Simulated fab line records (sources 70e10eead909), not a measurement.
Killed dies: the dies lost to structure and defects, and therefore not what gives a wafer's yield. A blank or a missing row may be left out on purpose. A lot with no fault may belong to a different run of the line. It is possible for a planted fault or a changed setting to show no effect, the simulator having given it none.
Which tool did it? | flow nand harc | 36 wafers from 12 lots sampled at 4 of the route's 1302 steps

== WHAT THE GAUGES SHOWED, per wafer ==
NHARC_A_SLIT_OVL_MEAS_10.
lot  | measured     | on         | overlay x nm (nm)
L075 | day 20 12:40 | overlay-01 | 0.2 -0.3 -0.8
L077 | day 20 22:37 | overlay-01 | 1.0 0.7 0.0
L079 | day 22 04:04 | overlay-01 | 0.0 -0.4 0.2
L081 | day 23 01:25 | overlay-02 | 0.5 0.9 1.1
L083 | day 23 20:05 | overlay-01 | -0.3 -1.0 0.2
L084 | day 24 08:05 | overlay-02 | -0.8 -0.8 -0.8
L087 | day 25 04:42 | overlay-02 | 1.5 1.9 1.8
L089 | day 26 00:57 | overlay-01 | 1.0 1.5 0.6
L091 | day 27 14:28 | overlay-01 | 0.0 -0.1 0.2
L093 | day 28 02:04 | overlay-02 | 0.9 0.6 1.5
L095 | day 28 23:59 | overlay-02 | 1.5 1.4 1.7
L096 | day 29 11:53 | overlay-02 | 0.7 0.6 0.8

== WHAT TOOL EACH LOT RAN ON (gives the tool, then ch and the chambers of the sampled wafers, and finally the start) ==
lot  | NHARC_A_STAIRCASE_DEP_471       | NHARC_A_SGD_CUT_ETCH_15                       | NHARC_A_SLIT_DEP_25
L075 | pecvd-02 ch 1,2, day 19 19:53   | rie diel-09 ch 0,2,3, day 20 07:23 or earlier | pecvd-01 ch 0,2, day 20 07:23
L077 | pecvd-04 ch 1,2, day 20 08:31   | rie diel-11 ch 1,3, day 20 16:51 or earlier   | pecvd-01 ch 0,1, day 20 16:51
L079 | pecvd-02 ch 0,1,2, day 21 14:09 | rie diel-10 ch 1,2,3, day 21 22:11 or earlier | pecvd-03 ch 0,1,2, day 21 22:11
L081 | pecvd-04 ch 1,2, day 22 10:43   | rie diel-11 ch 0,1, day 22 19:14 or earlier   | pecvd-03 ch 0,1,2, day 22 19:14
L083 | pecvd-04 ch 0,2, day 23 07:12   | rie diel-10 ch 1,3, day 23 15:21 or earlier   | pecvd-01 ch 1,2, day 23 15:21
L084 | pecvd-03 ch 0,2, day 23 19:13   | rie diel-11 ch 0,2,3, day 24 03:10 or earlier | pecvd-01 ch 0,1,2, day 24 03:10
L087 | pecvd-02 ch 0,1,2, day 24 13:56 | rie diel-10 ch 0,1, day 24 23:50 or earlier   | pecvd-01 ch 0,2, day 24 23:50
L089 | pecvd-04 ch 0,1,2, day 25 10:07 | rie diel-10 ch 0,1,3, day 25 18:31 or earlier | pecvd-04 ch 0,1, day 25 18:31
L091 | pecvd-02 ch 1,2, day 27 00:50   | rie diel-11 ch 0,1,3, day 27 09:23 or earlier | pecvd-01 ch 0,2, day 27 09:23
L093 | pecvd-02 ch 0,2, day 27 12:31   | rie diel-11 ch 0,1, day 27 21:10 or earlier   | pecvd-01 ch 1,2, day 27 21:10
L095 | pecvd-02 ch 0,1,2, day 28 11:02 | rie diel-11 ch 0,2, day 28 19:10 or earlier   | pecvd-01 ch 0,1,2, day 28 19:10
L096 | pecvd-04 ch 0,1, day 28 19:07   | rie diel-10 ch 0,1,3, day 29 07:00 or earlier | pecvd-04 ch 1,2, day 29 07:00
- NHARC_A_STAIRCASE_DEP_471: deposits SiO2, target thk 100 nm.
- NHARC_A_SGD_CUT_ETCH_15: etches the open film in CH3F/O2, target depth 75 nm, time 64.3 s.
- NHARC_A_SLIT_DEP_25: deposits SiO2, target thk 200 nm.

== THE ANSWER, worked out from the rows above alone ==
Rule: the usual values come from the lots themselves. The widest of any qualifying gaps counts: lots, ordered by their means at a reading, are off when they make up no more than a third of the lots, leave a main group of 4 or more, and stand apart from it by 3 or more times the standard deviation of that group's means. Not used: any main group whose means are identical at the precision the tables above print for the reading. A lot without any number at a reading at which 4 lots or more have one is off too. Where the step has rows for the other lots, those lots are counted as sound.
Nothing can be told from this: no lot is off at any reading shown.

== WHAT HAD BEEN PUT IN BY THE SIMULATOR ==
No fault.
